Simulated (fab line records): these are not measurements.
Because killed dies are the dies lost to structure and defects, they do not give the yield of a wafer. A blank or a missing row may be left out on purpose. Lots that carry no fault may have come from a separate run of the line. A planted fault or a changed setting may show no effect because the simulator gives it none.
Problem report, 8D (eight disciplines) form, completed by code | flow n5-finfet | the parts of the form that need people (team, actions taken, sign-off) are left out

== 1. WHAT IS WRONG ==
Mean of thk-nm at N5_DUMMY_GATE_THK_MEAS_05: 52.7 nm across 6 wafers in 2 lots; on wafers with no fault it is 71.9 nm (standard deviation 1.1). That is -17 standard deviations from the usual mean.
Seen first at day 6 01:31 on film-metro-02, wafer L916.2. Wafers with a number at this step in the record: 26, from 9 lots. The rule behind "out" and "out of limits": a value lying over 4 standard deviations away from the usual mean. Any other wafer with a number is counted as sound.

== 2. WHAT IT IS AND WHAT IT IS NOT ==
question                    | is                           | is not
which readings at this step | thk-nm                       | -
which lots                  | L916, L918                   | L905, L906, L910, L911, L924, L925, L926
which wafers of those lots  | all that have a number       | -
read on which gauges        | film-metro-01, film-metro-02 | -
when                        | from day 6 01:31             | up to then (11 sound wafers); but 9 sound wafers of L924, L925, L926 came after

== 3. SUSPECTS, AND WHAT RULES EACH OUT ==
Counting: a tool at any process step up to the reading remains a suspect when it ran all the lots that are out and ran no sound lot after the first of those.
- ruled out: the gauge at N5_DUMMY_GATE_THK_MEAS_05. 2 gauges (film-metro-01, film-metro-02) read the wafers that are out.
- lpcvd-01 at N5_DUMMY_GATE_CVD_03 (deposits a-Si from SiH4, target thk 150 nm, time 8042 s): ruled out as a lasting fault. The sound lots L924, L925, L926 went through it after L916, its earliest lot that is out (day 5 21:33).
Left after counting: nothing in the record.

== 4. THE CAUSE (what the simulator had put in) ==
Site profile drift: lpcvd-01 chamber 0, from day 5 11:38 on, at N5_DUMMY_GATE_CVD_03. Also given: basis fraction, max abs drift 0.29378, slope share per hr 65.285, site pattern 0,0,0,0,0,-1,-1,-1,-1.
Counting ruled it out, wrongly: the rule takes a fault to strike every lot that its tool runs from its start on, and this one did not.

== 5. THE CHAIN OF EFFECTS, in route order ==
One row per reading whose mean, taken over the struck wafers that have a number, lies over 3 standard deviations from the usual. Scope: only readings with a usual standard deviation given in the record; hours: median across lots of the time from each lot's start at the first step in this table that gives one to its start at this step; sigmas: change in usual standard deviations.
hours | step                      | reading              | usual      | on struck wafers | change | sigmas
0     | N5_DUMMY_GATE_THK_MEAS_05 | thk-nm               | 71.9 nm    | 52.7             | -19.2  | -17
5     | N5_DUMMY_GATE_ETCH_44     | oes-product-au       | 0.730 a.u. | 0.635            | -0.095 | -7.3
28    | N5_SDB_THK_MEAS_31        | SDB_THK              | 64.2 nm    | 45.0             | -19.2  | -17
253   | N5_PASSIVATION_PROBE_49   | defect-limited-yield | 91.6 %     | 86.2             | -5.4   | -3.8
253   | N5_PASSIVATION_PROBE_49   | killed-at-front-end  | 36         | 105              | +69    | +5.7
253   | N5_PASSIVATION_PROBE_49   | killed-dies          | 99         | 162              | +64    | +4.0
253   | N5_PASSIVATION_PROBE_49   | killed-on-rim        | 13         | 69               | +56    | +13
253   | N5_PASSIVATION_PROBE_49   | sort-n-pass          | 1081       | 1018             | -64    | -3.7
253   | N5_PASSIVATION_PROBE_49   | sort-yield-pct       | 91.6 %     | 86.2             | -5.4   | -3.8
The process steps in it:
- N5_DUMMY_GATE_ETCH_44: etches poly-Si in HBr/O2, stops on SiO2, target depth 127.5 nm.
- N5_PASSIVATION_PROBE_49
Later measuring or inspecting steps at which every struck wafer that the step has a row for has a number for every such reading, and none has moved that far: N5_BEOL_M4_RC_MEAS_101.

== 6. HOW IT WOULD HAVE BEEN CAUGHT EARLIER ==
14 hours passed between the start of the fault at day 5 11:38 and the first reading out of limits at a measuring or inspecting step in this record, taken at day 6 01:31.
Tool readings at N5_DUMMY_GATE_CVD_03 with a usual standard deviation given in the record: none out on any struck wafer, hence no alarm at a limit of 4 standard deviations on them.
